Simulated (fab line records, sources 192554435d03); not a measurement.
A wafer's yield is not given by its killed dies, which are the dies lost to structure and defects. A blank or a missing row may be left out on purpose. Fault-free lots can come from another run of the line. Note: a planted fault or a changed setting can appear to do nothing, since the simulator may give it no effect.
One fault seen from 2 desks -- flow n5Finfet -- only its own numbers are on each desk; what lay behind them is given at the end

FROM THE METROLOGY DESK
What the gauges read, lot by lot, whatever tool the lot ran on: means of the sampled wafers that have a number. Any lot whose mean is over 4 standard deviations away from the usual mean is out of limits and marked OUT; that distance is given in the brackets. 7 of its 10 readings are shown, namely those furthest out on some lot.
Columns: A = DIBL_N at N5_BEOL_M4_RC_MEAS_101, usual 36.0 mV/V; B = IOFF_N at N5_BEOL_M4_RC_MEAS_101, usual 0.16 nA/um; C = IOFF_P at N5_BEOL_M4_RC_MEAS_101, usual 0.21 nA/um; D = ION_N at N5_BEOL_M4_RC_MEAS_101, usual 671 uA/um; E = ION_P at N5_BEOL_M4_RC_MEAS_101, usual 461 uA/um; F = VT_N at N5_BEOL_M4_RC_MEAS_101, usual 251 mV; G = VT_P at N5_BEOL_M4_RC_MEAS_101, usual -250 mV
lot,first seen here,A,B,C,D,E,F,G
L548,day 9 14:39,34.8,0.15,0.20,664,458,249,-250
L549,day 9 23:26,35.6,0.16,0.19,680,460,250,-252
L558,day 11 18:34,33.2,0.11,0.17,651,454,255,-251
L568,day 14 07:01,33.1,0.10,0.14,653,449,258,-259
Result from this desk: across the 4 lots, nothing is out of limits.

DESK OF THE TOOL OWNER: lithoTrack-05
The tool's own readings at N5_BEOL_M4_COAT_76 (time 60 s, resist thk 5 nm): means of the sampled wafers that have a number, for each lot that ran on this tool. Any lot whose mean is over 4 standard deviations away from the usual mean is out of limits and marked OUT; that distance is given in the brackets.
Columns: A = chillPlateTempC at N5_BEOL_M4_COAT_76, usual 23.01 C; B = heaterPowerTotalW at N5_BEOL_M4_COAT_76, usual 391.8 W; C = spinSpeedRpm at N5_BEOL_M4_COAT_76, usual 1499.8 rpm
lot,first seen here,A,B,C
L548,day 9 08:14,23.04,391.7,1642.6 (+99 or more) OUT
L549,day 9 13:37,23.17,392.4,1640.9 (+99 or more) OUT
L568,day 13 18:55,23.05,391.7,1500.0
Finding of this desk: L548, L549 out of limits; the first was L548 at day 9 08:14, on spinSpeedRpm at N5_BEOL_M4_COAT_76. In limits: L568.

ALL TOGETHER
The tool owner's desk had the chance to raise an alarm at day 9 08:14 on L548, L549.
From the metrology desk's view, nothing was out of limits.
The metrology desk has L548, L549 on record, within its limits.
N5_BEOL_M4_COAT_76 was run on lithoTrack-05 by each of the lots named.

WHAT THE SIMULATOR HAD INSERTED
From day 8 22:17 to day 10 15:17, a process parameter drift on lithoTrack-05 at N5_BEOL_M4_COAT_76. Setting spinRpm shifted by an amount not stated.
Lots struck among those shown: L548, L549.
How many hours passed from the start of the fault until each desk's first out-of-limits reading: the tool owner's desk, 10.
